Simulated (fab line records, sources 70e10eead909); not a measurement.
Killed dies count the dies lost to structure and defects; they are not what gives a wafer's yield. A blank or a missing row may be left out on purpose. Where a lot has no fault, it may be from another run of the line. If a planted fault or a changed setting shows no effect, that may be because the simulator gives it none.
Matching of chambers | flow nandHarc | 4 sister chambers for NHARC_A_CONTACT_ETCH_102 on rieDiel-04
The step etches the open film in CF4/O2, target depth 100 nm, overetch 10 nm, time 55 s. 8 wafers are shown with their chamber, then 8 later ones without.

## WAFERS WITH THEIR CHAMBER
wafer  | chamber | drypumpMotorCurrentA (A) | showerheadPlenumPTorr (Torr)
L081.2 | 1       | 6.7                      | 1.36
L081.6 | 1       | 6.8                      | 1.36
L083.1 | 3       | 6.0                      | 1.29
L083.2 | 2       | 6.3                      | 1.28
L084.1 | 3       | 6.0                      | 1.29
L084.3 | 0       | 6.1                      | 1.44
L084.6 | 0       | 6.1                      | 1.44
L087.2 | 2       | 6.3                      | 1.27

## WAFERS WITHOUT THEIR CHAMBER
wafer  | drypumpMotorCurrentA (A) | showerheadPlenumPTorr (Torr)
L087.3 | 6.7                      | 1.36
L087.5 | 6.8                      | 1.36
L091.2 | 6.0                      | 1.28
L091.4 | 6.8                      | 1.36
L091.5 | 6.0                      | 1.43
L092.1 | 6.0                      | 1.28
L092.3 | 6.1                      | 1.43
L092.6 | 6.3                      | 1.27

## CHAMBER TAKEN BY EACH
wafer  | from the rows above | in truth
L087.3 | 1                   | 1
L087.5 | 1                   | 1
L091.2 | 3                   | 3
L091.4 | 1                   | 1
L091.5 | 0                   | 0
L092.1 | 3                   | 3
L092.3 | 0                   | 0
L092.6 | 2                   | 2
Correctly placed: 8 of 8. Can't be placed from these rows: 0. Wrongly placed: 0.
How it was worked out, from the rows above alone: a wafer's distance from a chamber is the root of the sum, over the readings, of the square of ((its reading less the chamber's mean) divided by the reading's scatter). If the next closest chamber is less than 2 further off than the closest, the wafer can't be placed; otherwise it belongs to the closest. Each chamber's mean is taken over the wafers shown for it. The scatter: the root of (the sum of the squares of (reading less its chamber's mean) over the shown wafers, divided by (wafers less chambers)).
